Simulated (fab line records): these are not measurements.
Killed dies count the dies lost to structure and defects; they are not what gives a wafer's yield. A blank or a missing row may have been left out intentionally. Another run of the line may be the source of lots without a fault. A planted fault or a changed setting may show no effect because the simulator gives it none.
Chamber matching || flow n5_finfet || pecvd-03 running N5_PMOS_HMC_CHANNEL_EPI_HM_DEP_34: 3 sister chambers
The step deposits SiO2 from TEOS/O2, target thk 36 nm, time 6.9 s. 6 wafers are shown with their chamber, then 9 later ones without.

## WAFERS, EACH WITH ITS CHAMBER
{"wafer": "L086.2", "chamber": 1, "throttle_valve_pct (%)": 19.3, "showerhead_plenum_p_Torr (Torr)": 8.35}
{"wafer": "L086.4", "chamber": 1, "throttle_valve_pct (%)": 19.2, "showerhead_plenum_p_Torr (Torr)": 8.37}
{"wafer": "L087.6", "chamber": 0, "throttle_valve_pct (%)": 19.0, "showerhead_plenum_p_Torr (Torr)": 8.37}
{"wafer": "L088.1", "chamber": 2, "throttle_valve_pct (%)": 17.6, "showerhead_plenum_p_Torr (Torr)": 8.37}
{"wafer": "L088.2", "chamber": 0, "throttle_valve_pct (%)": 19.1, "showerhead_plenum_p_Torr (Torr)": 8.36}
{"wafer": "L088.4", "chamber": 2, "throttle_valve_pct (%)": 18.0, "showerhead_plenum_p_Torr (Torr)": 8.38}

## WAFERS WITH NO CHAMBER GIVEN
{"wafer": "L089.1", "throttle_valve_pct (%)": 17.9, "showerhead_plenum_p_Torr (Torr)": 8.39}
{"wafer": "L089.2", "throttle_valve_pct (%)": 18.8, "showerhead_plenum_p_Torr (Torr)": 8.37}
{"wafer": "L089.4", "throttle_valve_pct (%)": 19.3, "showerhead_plenum_p_Torr (Torr)": 8.37}
{"wafer": "L092.2", "throttle_valve_pct (%)": 19.2, "showerhead_plenum_p_Torr (Torr)": 8.37}
{"wafer": "L092.3", "throttle_valve_pct (%)": 19.6, "showerhead_plenum_p_Torr (Torr)": 8.38}
{"wafer": "L092.4", "throttle_valve_pct (%)": 19.0, "showerhead_plenum_p_Torr (Torr)": 8.36}
{"wafer": "L093.4", "throttle_valve_pct (%)": 18.0, "showerhead_plenum_p_Torr (Torr)": 8.39}
{"wafer": "L093.5", "throttle_valve_pct (%)": 19.1, "showerhead_plenum_p_Torr (Torr)": 8.36}
{"wafer": "L093.6", "throttle_valve_pct (%)": 19.3, "showerhead_plenum_p_Torr (Torr)": 8.38}

## WHICH CHAMBER EACH ONE RAN IN
{"wafer": "L089.1", "from the rows above": 2, "in truth": 2}
{"wafer": "L089.2", "from the rows above": "can't be placed: 0 or 1", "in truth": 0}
{"wafer": "L089.4", "from the rows above": "can't be placed: 1 or 0", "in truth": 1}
{"wafer": "L092.2", "from the rows above": "can't be placed: 0 or 1", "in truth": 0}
{"wafer": "L092.3", "from the rows above": "can't be placed: 1 or 0", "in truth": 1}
{"wafer": "L092.4", "from the rows above": "can't be placed: 0 or 1", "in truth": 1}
{"wafer": "L093.4", "from the rows above": 2, "in truth": 2}
{"wafer": "L093.5", "from the rows above": "can't be placed: 0 or 1", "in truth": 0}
{"wafer": "L093.6", "from the rows above": "can't be placed: 1 or 0", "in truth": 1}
Correct placement for 2 of the 9. Cannot be placed on the basis of these rows: 7; the candidates contain the true chamber in 7. 0 placed wrongly.
How it was worked out, from the rows above alone: a wafer's distance from a chamber is the root of the sum, over the readings, of the square of ((its reading less the chamber's mean) divided by the reading's scatter). The wafer belongs to the nearest chamber; if the next one is less than 2 further off, it can't be placed. For every chamber, the mean is computed from those of its wafers that are shown. The scatter: the root of (the sum of the squares of (reading less its chamber's mean) over the shown wafers, divided by (wafers less chambers)).
